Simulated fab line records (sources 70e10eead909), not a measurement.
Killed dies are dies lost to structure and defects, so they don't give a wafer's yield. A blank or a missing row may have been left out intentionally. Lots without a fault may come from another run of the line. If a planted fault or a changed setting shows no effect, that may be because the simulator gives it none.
Comparing a struck lot with a sound one	flow nand-harc	39 out of 1159 route steps
Sound: these wafers, L513.1, L513.4, L513.6. Struck: wafer L520.1. The cause is given at the end.
Order at every step that has rows: each side's tool, ch and its chambers, its first start. Under that, the readings that differ: sound wafers	struck wafers	difference of the means	sigmas: that difference in standard deviations of wafers without a fault.
alike: a reading whose means differ by less than 2 such deviations, as well as words and numbers matching on both sides. not compared: withheld readings; readings where some wafer has no value; bounds like >300 that might hide an equal value; numbers whose values overlap and for which the record gives no deviation.
The two part at a step that has a row with sigmas, a row that says differs or no value, or rows on one side only. Non-overlapping numbers with no deviation appear without sigmas and do not part them. A reading missing from all wafers of one side parts the sides only when that side holds two or more wafers.

first, 2 steps without rows for these wafers: NHARC_A_STAIRCASE_HARDBAKE_311 (time 140 s); NHARC_A_STAIRCASE_DESCUM_312 (chemistry O2, time 3 s).
NHARC_A_STAIRCASE_ETCH_313: etches the open film in CF4/CHF3.
  sound on rie-diel-12 ch 0,3, day 12 13:25; struck on rie-diel-13 ch 3, day 14 12:14
  alike: drypump-motor-current-A, oes-product-au, rf-vpp-V, showerhead-plenum-p-Torr, throttle-valve-pct
  not compared: rf-hours-counter-h
then, 3 steps without rows for these wafers: NHARC_A_STAIRCASE_HM_OPEN_463 (chemistry O2/COS); NHARC_A_STAIRCASE_STRIP_464 (strips in O2/COS); NHARC_A_STAIRCASE_ETCH_453 (etches the open film in CF4/O2, target depth 30 nm, overetch 3 nm, time 16.5 s).
NHARC_A_STAIRCASE_ETCH_315: etches the open film in C4F8/O2/Ar, target depth 2500 nm, time 607.1 s.
  sound: rie-diel-12 ch 0,3; struck: rie-diel-13 ch 3
  alike: oes-product-au, rf-vpp-V
  not compared: rf-hours-counter-h
then, 4 steps without rows for these wafers: NHARC_A_STAIRCASE_STRIP_316 (strips in O2); NHARC_A_STAIRCASE_STRIP_317 (strips in SPM, time 900 s); NHARC_A_STAIRCASE_PRECLEAN_318 (cleans in SC1); NHARC_A_STAIRCASE_SRD_329.
NHARC_A_STAIRCASE_ALD_415: deposits SiO2, target thk 30 nm, pulse time 6 s, ald cycles 300.
  sound on ald-hk-01 ch 0,2, day 12 15:23; struck on ald-hk-02 ch 0, day 14 15:04
  alike: heater-power-w, precursor-pulse-height-rel
then, 6 steps without rows for these wafers: NHARC_A_STAIRCASE_ETCHBACK_416 (etches the open film in C4F8/O2/Ar, target depth 36 nm, time 7.2 s); NHARC_A_STAIRCASE_STRIP_476 (strips in O2, time 20 s); NHARC_A_STAIRCASE_DEP_417 (deposits Si3N4, target thk 60 nm); NHARC_A_STAIRCASE_WET_418 (chemistry H3PO4, target depth 20 nm); NHARC_A_STAIRCASE_PRECLEAN_419 (cleans in SC1); NHARC_A_STAIRCASE_SRD_421.
NHARC_A_STAIRCASE_ALD_420: deposits SiO2, target thk 20 nm, pulse time 6 s, ald cycles 200.
  sound on ald-hk-03 ch 0,1, day 12 23:16; struck on ald-hk-02 ch 2, day 14 20:20
  alike: heater-power-w, precursor-pulse-height-rel
then, 3 steps without rows for these wafers: NHARC_A_STAIRCASE_CVD_552 (deposits SiNx, target thk 40 nm); NHARC_A_STAIRCASE_DEP_151 (deposits SiO2, target thk 3800 nm); NHARC_A_STAIRCASE_ANNEAL_320 (time 1800 s).
NHARC_A_STAIRCASE_DEP_322: deposits SiO2, target thk 3800 nm.
  sound on pecvd-04 ch 0,1, day 13 16:12; struck on pecvd-03 ch 2, day 15 12:16
  alike: heater-power-w
then, 13 steps without rows for these wafers: NHARC_A_STAIRCASE_ANNEAL_323 (time 1800 s); NHARC_A_STAIRCASE_DEP_325 (deposits SiO2, target thk 3800 nm); NHARC_A_STAIRCASE_ANNEAL_326 (time 1800 s); NHARC_A_STAIRCASE_DEHYDRATE_433 (time 120 s); NHARC_A_STAIRCASE_HMDS_434 (time 30 s); NHARC_A_STAIRCASE_COAT_435; NHARC_A_STAIRCASE_SOFTBAKE_436 (time 170 s); NHARC_A_STAIRCASE_EBR_437; NHARC_A_STAIRCASE_EXPOSE_438 (exposes mask STAIR REV); NHARC_A_STAIRCASE_PEB_439 (peb time 130 s); NHARC_A_STAIRCASE_DEVELOP_440 (time 140 s); NHARC_A_STAIRCASE_HARDBAKE_442 (time 140 s); NHARC_A_STAIRCASE_DESCUM_443 (chemistry O2, time 3 s).
NHARC_A_STAIRCASE_ETCH_444: etches the open film in C4F8/O2, target depth 10200 nm, time 3400 s.
  sound on rie-diel-13 ch 1,2,3, day 14 10:41; struck on rie-diel-01 ch 2, day 16 03:12
  alike: oes-product-au, rf-vpp-V
  not compared: rf-hours-counter-h
NHARC_A_SGD_CUT_DESCUM_14: chemistry O2, time 3 s.
  sound on rie-diel-08 ch 0,1,3, day 14 16:45; struck on rie-diel-08 ch 1, day 16 11:31
reading	sound	struck	difference	sigmas
hold	- - -	await-dispo/1.3h/release	no value on the sound wafers	
  alike: drypump-motor-current-A, oes-product-au, rf-vpp-V, showerhead-plenum-p-Torr, throttle-valve-pct
  not compared: rf-hours-counter-h
-- break in the record here, with 7 days between the starts of the struck wafers on either side (left off in module A_SGD_CUT, picked up again in module END, where the first step shown is number 1159 on the route) --
NHARC_END_SORT_01:
  only the struck wafers appear in the record here, on prober-02 ch 0 at day 22 23:34; the sound ones have no rows

WHERE THEY PART
Last at NHARC_END_SORT_01 as far as this record goes, first at NHARC_A_SGD_CUT_DESCUM_14.

WHY: whatever the simulator had introduced
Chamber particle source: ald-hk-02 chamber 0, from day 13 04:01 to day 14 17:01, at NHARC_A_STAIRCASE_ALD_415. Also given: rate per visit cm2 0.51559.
